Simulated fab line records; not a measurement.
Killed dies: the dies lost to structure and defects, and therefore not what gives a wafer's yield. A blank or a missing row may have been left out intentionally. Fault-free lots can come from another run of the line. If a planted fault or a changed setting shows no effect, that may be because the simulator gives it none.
What tool caused it? | flow nand-harc | 36 wafers from 12 lots sampled at 4 of the route's 1302 steps

## WHAT THE GAUGES READ, wafer by wafer
NHARC_A_M1_INSPECT_11.
lot  | measured     | on                | raw-defect-count
L074 | day 23 17:59 | defect-inspect-02 | 71 66 70
L076 | day 23 22:12 | defect-inspect-02 | 115 96 129
L081 | day 25 09:10 | defect-inspect-01 | 143 148 150
L079 | day 25 18:08 | defect-inspect-02 | 162 154 151
L083 | day 26 21:54 | defect-inspect-02 | 38 46 48
L085 | day 27 00:47 | defect-inspect-02 | 67 72 70
L087 | day 28 21:01 | defect-inspect-01 | 125 105 90
L089 | day 29 04:26 | defect-inspect-01 | 134 129 115
L091 | day 30 01:15 | defect-inspect-01 | 33 33 29
L092 | day 30 19:46 | defect-inspect-01 | 159 157 169
L096 | day 32 06:08 | defect-inspect-01 | 26 31 31
L097 | day 32 20:23 | defect-inspect-02 | 159 141 158

## WHICH TOOL RAN EACH LOT (tool, then ch and the chambers of the sampled wafers, then the start)
lot  | NHARC_A_CONTACT_CMP_20        | NHARC_A_BLC_CVD_24                       | NHARC_A_M0_PVD_20
L074 | cmp-04 ch 0,1,2, day 23 08:25 | cvd-w-01 ch 0,1, day 23 17:59 or earlier | pvd-sputter-03, day 23 17:59 or earlier
L076 | cmp-02 ch 1,2, day 23 13:05   | cvd-w-02 ch 0,1, day 23 22:12 or earlier | pvd-sputter-01, day 23 22:12 or earlier
L081 | cmp-02 ch 1,3, day 24 23:53   | cvd-w-02 ch 0,1, day 25 09:10 or earlier | pvd-sputter-01, day 25 09:10 or earlier
L079 | cmp-02 ch 0,1,3, day 25 08:58 | cvd-w-02 ch 0,1, day 25 18:08 or earlier | pvd-sputter-02, day 25 18:08 or earlier
L083 | cmp-03 ch 0,1, day 26 12:55   | cvd-w-01 ch 0,1, day 26 21:54 or earlier | pvd-sputter-03, day 26 21:54 or earlier
L085 | cmp-04 ch 1,2, day 26 15:50   | cvd-w-01 ch 0,1, day 27 00:47 or earlier | pvd-sputter-03, day 27 00:47 or earlier
L087 | cmp-03 ch 1,2,3, day 28 12:00 | cvd-w-02 ch 0, day 28 21:01 or earlier   | pvd-sputter-02, day 28 21:01 or earlier
L089 | cmp-04 ch 1,2, day 28 19:26   | cvd-w-02 ch 0,1, day 29 04:26 or earlier | pvd-sputter-02, day 29 04:26 or earlier
L091 | cmp-04 ch 1,3, day 29 16:12   | cvd-w-01 ch 0,1, day 30 01:15 or earlier | pvd-sputter-01, day 30 01:15 or earlier
L092 | cmp-04 ch 1,2,3, day 30 10:31 | cvd-w-01 ch 0,1, day 30 19:46 or earlier | pvd-sputter-01, day 30 19:46 or earlier
L096 | cmp-02 ch 0,1, day 31 20:36   | cvd-w-02 ch 1, day 32 06:08 or earlier   | pvd-sputter-03, day 32 06:08 or earlier
L097 | cmp-02 ch 0,1,3, day 32 11:32 | cvd-w-01 ch 0,1, day 32 20:23 or earlier | pvd-sputter-02, day 32 20:23 or earlier
- NHARC_A_CONTACT_CMP_20: polishes, t overpolish 30 s, target thk 300 nm.
- NHARC_A_BLC_CVD_24: deposits W, target thk 150 nm, time 434 s.
- NHARC_A_M0_PVD_20: deposits TaN, target thk 5 nm, time 8.06 s.

## THE ANSWER, worked out from the rows above alone
Rule: what is usual is taken from the lots themselves. Put in order of their means at a reading, lots are off if they are a third of the lots or fewer, leave a main group of 4 or more, and stand apart from it by a gap of 3 or more times the standard deviation of the main group's means; of several such gaps the widest counts. A main group is skipped when, at the precision printed for the reading in the tables above, its means are all equal. A lot without any number at a reading at which 4 lots or more have one is off too. The other lots that the step has rows for count as sound.
No lot is off on any of the readings shown, so nothing can be concluded from this.

## WHAT THE SIMULATOR HAD INSERTED
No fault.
